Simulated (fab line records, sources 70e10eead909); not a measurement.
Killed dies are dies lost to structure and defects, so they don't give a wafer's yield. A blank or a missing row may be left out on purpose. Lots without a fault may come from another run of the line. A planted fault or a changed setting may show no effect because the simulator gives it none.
A struck lot beside a sound one | flow nand_harc | 15 steps out of a route of 1302
Sound: wafers L323.2, L323.3, L323.6. Struck: wafers L326.1, L326.3, L326.5. The cause comes at the end.
At each step with rows: each side's tool, then ch and its chambers, then its first start. Under that, the readings that differ: sound wafers | struck wafers | difference of the means | sigmas: that difference in standard deviations of wafers without a fault.
alike: readings whose means differ by less than 2 such deviations, and words and numbers that are the same on both sides. not compared: withheld readings, readings that some wafer has no value for, bounds like >300 that may hide the same value, and numbers for which the record gives no deviation and whose values overlap.
The two part at a step that has a row with sigmas, a row that says differs or no value, or rows on one side only. Numbers that don't overlap but have no deviation are shown without sigmas and don't part them. A reading that every wafer of one side lacks parts them only if that side has two wafers or more.

first, 7 steps without rows for these wafers: NHARC_A_M1_COAT_34 (time 65 s); NHARC_A_M1_COAT_03 (resist thk 90 nm); NHARC_A_M1_SOFTBAKE_04 (time 55 s); NHARC_A_M1_EBR_05; NHARC_A_M1_EXPOSE_06 (exposes mask A M1, target cd 120 nm); NHARC_A_M1_PEB_07 (peb time 65 s); NHARC_A_M1_DEVELOP_08 (develop time 35 s).
NHARC_A_M1_CD_MEAS_09: target cd 120 nm.
  sound on cd_sem-02 ch 0, day 25 20:03; struck on cd_sem-02 ch 0, day 27 05:36
  alike: cd_nm
NHARC_A_M1_OVL_MEAS_10: pitch 240 nm.
  sound on overlay-01, day 25 20:08; struck on overlay-02, day 27 05:41
  alike: overlay_x_nm, overlay_y_nm
NHARC_A_M1_INSPECT_11:
  sound on defect_inspect-02, day 25 20:10; struck on defect_inspect-01, day 27 05:43
  alike: raw_defect_count
NHARC_A_M1_DESCUM_14: chemistry O2, time 3 s.
  sound on rie_diel-13 ch 0,1,2, day 25 20:14; struck on rie_diel-02 ch 0,1,2, day 27 05:47
  alike: drypump_motor_current_A, oes_product_au, rf_vpp_V, showerhead_plenum_p_Torr, throttle_valve_pct
  not compared: rf_hours_counter_h
NHARC_A_M1_ETCH_35: etches the open film in N2/H2, target depth 40 nm, overetch 12 nm, time 43.94 s.
  sound on rie_diel-13 ch 1,2,3, day 25 20:20; struck on rie_diel-02 ch 0,1, day 27 05:52
  alike: bias_w, chamber_pressure_mTorr, drypump_motor_current_A, oes_product_au, rf_fwd_power_W, rf_vpp_V, showerhead_plenum_p_Torr, throttle_valve_pct
  not compared: rf_hours_counter_h
NHARC_A_M1_ETCH_15: etches the open film in C4F8/Ar, target depth 182.5 nm, time 91.2 s.
  sound on rie_diel-13 ch 0,2, day 25 20:25; struck on rie_diel-02 ch 1,2,3, day 27 05:58
  no value came back on the struck wafers for any of 5 readings (bias_w (W), chamber_pressure_mTorr (mTorr) and others); on the sound wafers bias_w (W) reads 299.0 301.5 301.0
  not compared: rf_hours_counter_h
NHARC_A_M1_CD_MEAS_16:
  sound on cd_sem-02, day 25 20:32; struck on cd_sem-01, day 27 06:05
  alike: cd_nm
NHARC_END_SORT_01:
  the record has rows for the struck wafers here (prober-01 ch 0, day 28 16:55) and none for the sound ones

WHERE THEY PART
First at NHARC_A_M1_ETCH_15; last, within this record, at NHARC_END_SORT_01.

WHY: what the simulator had put in
Skipped step whole: rie_diel-02, from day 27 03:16 on, at NHARC_A_M1_ETCH_15. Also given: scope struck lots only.
